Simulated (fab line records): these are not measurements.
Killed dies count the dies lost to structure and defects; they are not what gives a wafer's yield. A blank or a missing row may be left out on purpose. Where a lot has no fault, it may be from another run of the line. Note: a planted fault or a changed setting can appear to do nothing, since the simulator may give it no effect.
Which tool is to blame? + flow n5_finfet + 27 wafers from 10 lots sampled at 5 of the route's 1938 steps

== WHAT THE GAUGES READ, wafer by wafer ==
N5_HKMG_FIN_OVL_MEAS_50.
| lot  | measured    | on         | NDIPOLE_OVL (nm) |
|------|-------------|------------|------------------|
| L451 | day 5 02:40 | overlay-02 | -0.4 0.4 -0.1    |
| L452 | day 5 09:47 | overlay-02 | 0.6 0.7 0.8      |
| L453 | day 5 12:26 | overlay-01 | 1.0 1.8 0.3      |
| L454 | day 5 19:17 | overlay-02 | 1.3 1.0          |
| L455 | day 6 01:23 | overlay-02 | -0.6 -0.1        |
| L457 | day 6 14:31 | overlay-01 | 0.4 1.9          |
| L466 | day 8 19:31 | overlay-01 | -0.7 -0.3 -0.4   |
| L467 | day 8 23:22 | overlay-02 | -0.3 0.4 -0.8    |
| L468 | day 9 05:56 | overlay-01 | -1.4 -0.1 -0.2   |
| L470 | day 9 19:03 | overlay-01 | 0.2 -1.4 0.2     |

N5_BEOL_M4_RC_MEAS_101.
| lot  | measured     | on        | DIBL_N (mV/V)  | DIBL_P (mV/V)  | IOFF_N (nA/um) | IOFF_P (nA/um) | IOFF_P_85C (nA/um) | IOFF_P_LIN (nA/um) | IOFF_P_LONG (nA/um)        | ION_N (uA/um) | ION_P (uA/um) | SS_N (mV/dec)  | SS_P (mV/dec)  | VT_N (mV)   | VT_P (mV)            | VT_P_LONG (mV)       | VT_P_LVT (mV)        |
|------|--------------|-----------|----------------|----------------|----------------|----------------|--------------------|--------------------|----------------------------|---------------|---------------|----------------|----------------|-------------|----------------------|----------------------|----------------------|
| L451 | day 9 10:52  | prober-02 | 33.9 37.5 35.4 | 34.9 37.1 36.2 | 0.13 0.19 0.15 | 0.17 0.20 0.19 | 3.0 3.5 3.3        | 0.084 0.094 0.091  | 9.4e-05 8.8e-05 9.1e-05    | 674 668 678   | 461 455 470   | 70.4 72.0 71.5 | 73.2 73.4 73.2 | 254 248 249 | -250.4 -251.0 -250.7 | -277.8 -275.5 -277.8 | -100.5 -99.7 -99.7   |
| L452 | day 10 02:00 | prober-02 | 32.7 34.2 35.7 | 32.6 34.1 37.3 | 0.10 0.12 0.15 | 0.14 0.16 0.20 | 2.7 2.9 3.5        | 0.075 0.082 0.097  | 0.000107 9.5e-05 9.5e-05   | 643 663 692   | 446 453 471   | 70.0 71.5 71.5 | 71.9 72.7 73.3 | 259 255 248 | -257.7 -254.1 -249.6 | -277.8 -279.9 -278.6 | -103.9 -102.5 -98.6  |
| L453 | day 9 23:12  | prober-01 | 35.3 35.7 32.9 | 37.0 36.7 34.1 | 0.15 0.15 0.11 | 0.20 0.20 0.16 | 3.5 3.4 3.0        | 0.095 0.095 0.083  | 9.6e-05 0.000103 9.9e-05   | 675 666 668   | 464 459 465   | 71.0 71.3 71.0 | 73.5 73.3 72.7 | 249 253 255 | -252.4 -251.4 -253.0 | -279.5 -277.9 -278.3 | -102.8 -102.8 -104.3 |
| L454 | day 10 08:04 | prober-02 | 36.1 37.2      | 36.2 37.3      | 0.16 0.17      | 0.20 0.59      | 3.6 8.8            | 0.096 0.268        | 0.000102 0.000188          | 673 667       | 461 504       | 71.7 72.3      | 74.1 74.1      | 252 253     | -250.6 -219.8        | -276.8 -253.3        | -99.7 -72.4          |
| L455 | day 10 05:26 | prober-01 | 38.0 40.5      | 39.6 43.6      | 0.18 0.26      | 0.22 0.77      | 3.9 10.8           | 0.101 0.317        | 9.1e-05 0.000165           | 681 695       | 464 504       | 71.6 72.0      | 74.2 74.2      | 247 243     | -252.3 -221.7        | -282.5 -253.6        | -100.5 -69.3         |
| L457 | day 11 04:28 | prober-02 | 34.5 36.6      | 34.6 37.1      | 0.14 0.19      | 0.47 0.21      | 7.2 3.7            | 0.236 0.100        | 0.000187 9.7e-05           | 669 683       | 496 464       | 70.8 71.7      | 72.5 73.6      | 249 244     | -225.6 -253.3        | -251.8 -276.8        | -74.3 -99.2          |
| L466 | day 12 17:22 | prober-01 | 39.2 34.6 35.4 | 40.2 35.4 35.4 | 0.21 0.13 0.13 | 0.26 0.18 0.19 | 4.3 3.1 3.3        | 0.115 0.088 0.093  | 9.6e-05 9e-05 9.1e-05      | 685 673 662   | 468 462 455   | 71.6 71.3 71.5 | 74.1 73.0 73.3 | 246 254 254 | -249.3 -252.8 -252.0 | -277.0 -276.6 -278.7 | -96.0 -101.4 -100.6  |
| L467 | day 12 22:59 | prober-02 | 36.0 33.0 37.4 | 35.9 32.7 36.6 | 0.15 0.11 0.16 | 0.20 0.16 0.21 | 3.5 2.9 3.6        | 0.096 0.081 0.097  | 9.6e-05 9.6e-05 9.9e-05    | 675 668 667   | 461 459 457   | 71.1 70.9 71.4 | 74.0 73.1 73.7 | 252 253 253 | -250.9 -252.0 -251.4 | -278.5 -279.0 -279.6 | -99.1 -101.4 -99.5   |
| L468 | day 14 04:22 | prober-01 | 36.3 36.6 35.2 | 34.9 36.3 33.6 | 0.15 0.15 0.13 | 0.20 0.22 0.17 | 3.5 3.7 3.1        | 0.096 0.103 0.087  | 0.000106 0.000109 0.0001   | 679 671 661   | 465 459 450   | 71.5 70.9 71.0 | 73.1 73.6 71.9 | 246 249 250 | -251.2 -251.9 -253.3 | -275.0 -274.2 -277.8 | -100.3 -98.5 -100.9  |
| L470 | day 14 06:26 | prober-01 | 37.2 37.9 39.3 | 37.1 36.6 38.0 | 0.16 0.16 0.20 | 0.21 0.21 0.25 | 3.7 3.6 4.2        | 0.100 0.100 0.113  | 0.000105 0.000108 0.000106 | 673 681 687   | 457 461 464   | 71.4 72.1 72.2 | 73.4 74.0 73.7 | 250 250 247 | -252.4 -252.9 -246.7 | -276.5 -275.7 -276.4 | -101.0 -102.3 -98.5  |

== WHAT TOOL EACH LOT RAN ON (gives the tool, then ch and the chambers of the sampled wafers, and finally the start) ==
| lot  | N5_SDB_CUT_ETCH_26              | N5_HKMG_FIN_STRIP_60                | N5_HKMG_FIN_PWFM_ALD_03            |
|------|---------------------------------|-------------------------------------|------------------------------------|
| L451 | rie_si-01 ch 2,3, day 4 21:50   | plasma_asher-02 ch 0,1, day 5 03:36 | ald_metal-04 ch 1,2,3, day 5 05:29 |
| L452 | rie_si-04 ch 0,1,3, day 5 04:12 | plasma_asher-01 ch 0,1, day 5 10:44 | ald_metal-02 ch 0,3, day 5 12:38   |
| L453 | rie_si-04 ch 0,1, day 5 05:46   | plasma_asher-01 ch 1, day 5 13:22   | ald_metal-01 ch 0,3, day 5 15:07   |
| L454 | rie_si-01 ch 1,2, day 5 14:22   | plasma_asher-02 ch 0,1, day 5 20:38 | ald_metal-02 ch 0,1, day 5 22:19   |
| L455 | rie_si-03 ch 0,1, day 5 20:26   | plasma_asher-02 ch 0,1, day 6 02:34 | ald_metal-02 ch 1,3, day 6 04:07   |
| L457 | rie_si-03 ch 0,2, day 6 09:13   | plasma_asher-01 ch 0,1, day 6 15:37 | ald_metal-02 ch 2, day 6 17:08     |
| L466 | rie_si-03 ch 0,1,2, day 8 14:38 | plasma_asher-01 ch 0,1, day 8 20:26 | ald_metal-01 ch 0,2, day 8 22:08   |
| L467 | rie_si-01 ch 0,1,2, day 8 18:05 | plasma_asher-01 ch 0,1, day 9 00:21 | ald_metal-01 ch 0,3, day 9 02:02   |
| L468 | rie_si-04 ch 1,2,3, day 9 01:15 | plasma_asher-01 ch 0,1, day 9 06:53 | ald_metal-02 ch 1,2,3, day 9 09:07 |
| L470 | rie_si-01 ch 0,1,2, day 9 14:22 | plasma_asher-02 ch 0,1, day 9 20:16 | ald_metal-02 ch 0,1,2, day 9 21:57 |
- N5_SDB_CUT_ETCH_26: etches Si in HBr/Cl2/O2, target depth 129.6 nm, bt time 20 s, time 51.8 s.
- N5_HKMG_FIN_STRIP_60: strips in N2/H2, time 360 s.
- N5_HKMG_FIN_PWFM_ALD_03: deposits TiN, target thk 2 nm, pulse time 1 s, purge time 3 s.

== AS READ BY THE TOOLS THEMSELVES (means over the sampled wafers that have a number; for cases with no such wafer, the mark the record gives instead) ==
N5_SDB_CUT_ETCH_26.
| lot  | tool      | drypump_motor_current_A (A) | oes_product_au (a.u.) | throttle_valve_pct (%) |
|------|-----------|-----------------------------|-----------------------|------------------------|
| L451 | rie_si-01 | 5.0                         | 0.994                 | 37.3                   |
| L452 | rie_si-04 | 5.5                         | 1.010                 | 36.9                   |
| L453 | rie_si-04 | 5.4                         | 1.006                 | 37.0                   |
| L454 | rie_si-01 | 5.5                         | 1.022                 | 37.4                   |
| L455 | rie_si-03 | 5.8                         | 0.983                 | 37.3                   |
| L457 | rie_si-03 | 5.8                         | 0.998                 | 37.0                   |
| L466 | rie_si-03 | 5.9                         | 0.988                 | 37.3                   |
| L467 | rie_si-01 | 5.8                         | 1.014                 | 37.3                   |
| L468 | rie_si-04 | 5.2                         | 1.002                 | 36.7                   |
| L470 | rie_si-01 | 5.8                         | 1.016                 | 37.3                   |

N5_HKMG_FIN_STRIP_60.
| lot  | tool            | drypump_motor_current_A (A) | heater_power_w (W) |
|------|-----------------|-----------------------------|--------------------|
| L451 | plasma_asher-02 | 5.64                        | 454                |
| L452 | plasma_asher-01 | 5.73                        | 458                |
| L453 | plasma_asher-01 | 5.87                        | 442                |
| L454 | plasma_asher-02 | 5.58                        | 465                |
| L455 | plasma_asher-02 | 5.59                        | 466                |
| L457 | plasma_asher-01 | 5.62                        | 460                |
| L466 | plasma_asher-01 | 5.70                        | 457                |
| L467 | plasma_asher-01 | 5.72                        | 460                |
| L468 | plasma_asher-01 | 5.52                        | 483                |
| L470 | plasma_asher-02 | 5.51                        | 466                |

N5_HKMG_FIN_PWFM_ALD_03.
| lot  | tool         | heater_power_w (W) | precursor_pulse_height_rel |
|------|--------------|--------------------|----------------------------|
| L451 | ald_metal-04 | 852                | 1.005                      |
| L452 | ald_metal-02 | 825                | 1.008                      |
| L453 | ald_metal-01 | 860                | 0.998                      |
| L454 | ald_metal-02 | 836                | 1.038                      |
| L455 | ald_metal-02 | 796                | 0.988                      |
| L457 | ald_metal-02 | 950                | 0.992                      |
| L466 | ald_metal-01 | 829                | 1.012                      |
| L467 | ald_metal-01 | 857                | 0.993                      |
| L468 | ald_metal-02 | 857                | 0.989                      |
| L470 | ald_metal-02 | 852                | 1.007                      |

== THE ANSWER, worked out from the rows above alone ==
Rule: the usual values come from the lots themselves. Put in order of their means at a reading, lots are off if they are a third of the lots or fewer, leave a main group of 4 or more, and stand apart from it by a gap of 3 or more times the standard deviation of the main group's means; of several such gaps the widest counts. If all means in a main group match to the digits the tables above print for the reading, that group is not used. A lot without any number at a reading at which 4 lots or more have one is off too. Any other lot the step has rows for is counted as sound. Order of review: gauges by route order, followed by the tools' own readings, for which a lot's mean as printed above is used. The first step at which some lot is off is used, and at that step the reading that is off furthest; a lot without a number counts as furthest.
Off: at N5_BEOL_M4_RC_MEAS_101 (VT_P), L454, L455, L457. The main group: mean -251.8 mV, standard deviation 1.
If a tool, at a process step before that reading, ran all the lots that are off and no sound lot after the first of them, it fits. The gauges at N5_BEOL_M4_RC_MEAS_101 are tried like those tools. No candidate that was tried fits.

== WHAT THE SIMULATOR PUT IN ==
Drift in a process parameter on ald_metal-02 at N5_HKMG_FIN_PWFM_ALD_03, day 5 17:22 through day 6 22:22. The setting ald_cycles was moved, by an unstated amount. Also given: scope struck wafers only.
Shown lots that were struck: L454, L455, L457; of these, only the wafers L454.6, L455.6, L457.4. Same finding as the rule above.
